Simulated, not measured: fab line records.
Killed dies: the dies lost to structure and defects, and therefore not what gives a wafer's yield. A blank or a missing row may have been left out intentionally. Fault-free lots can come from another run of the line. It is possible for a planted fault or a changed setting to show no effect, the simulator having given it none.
Chamber matching    flow nand-harc    4 sister chambers for NHARC_THIN_TSV_CMP_01 on cmp-04
The step polishes. 4 wafers are shown with their chamber, then 9 later ones without.

## WAFERS PAIRED WITH THEIR CHAMBERS
wafer   chamber  motor-current-A (A)
L086.1  1        10.8
L087.1  3        10.6
L090.1  2        13.7
L090.3  0        9.9

## WAFERS WITH NO CHAMBER GIVEN
wafer   motor-current-A (A)
L091.1  10.3
L091.3  10.3
L092.1  9.8
L092.2  13.8
L092.3  10.1
L093.1  10.3
L093.4  14.1
L095.1  9.9
L095.3  14.4

## WHICH CHAMBER EACH ONE RAN IN
wafer   from the rows above           in truth
L091.1  can't be placed: 3 or 0 or 1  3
L091.3  can't be placed: 3 or 0 or 1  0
L092.1  0                             0
L092.2  2                             2
L092.3  can't be placed: 0 or 3 or 1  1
L093.1  can't be placed: 3 or 0 or 1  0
L093.4  2                             2
L095.1  0                             0
L095.3  2                             2
Placed correctly: 5 of 9. Can't be placed from these rows: 4 (the true chamber is among the candidates in 4). Placed wrongly: 0.
How it was worked out, from the rows above alone: a wafer's distance from a chamber is the root of the sum, over the readings, of the square of ((its reading less the chamber's mean) divided by the reading's scatter). The wafer belongs to the nearest chamber; if the next one is less than 2 further off, it can't be placed. A chamber's mean is the mean of its shown wafers. The scatter (one wafer shown for each chamber): square how far every hidden wafer sits from the nearest shown wafer, average those squares and take the square root.
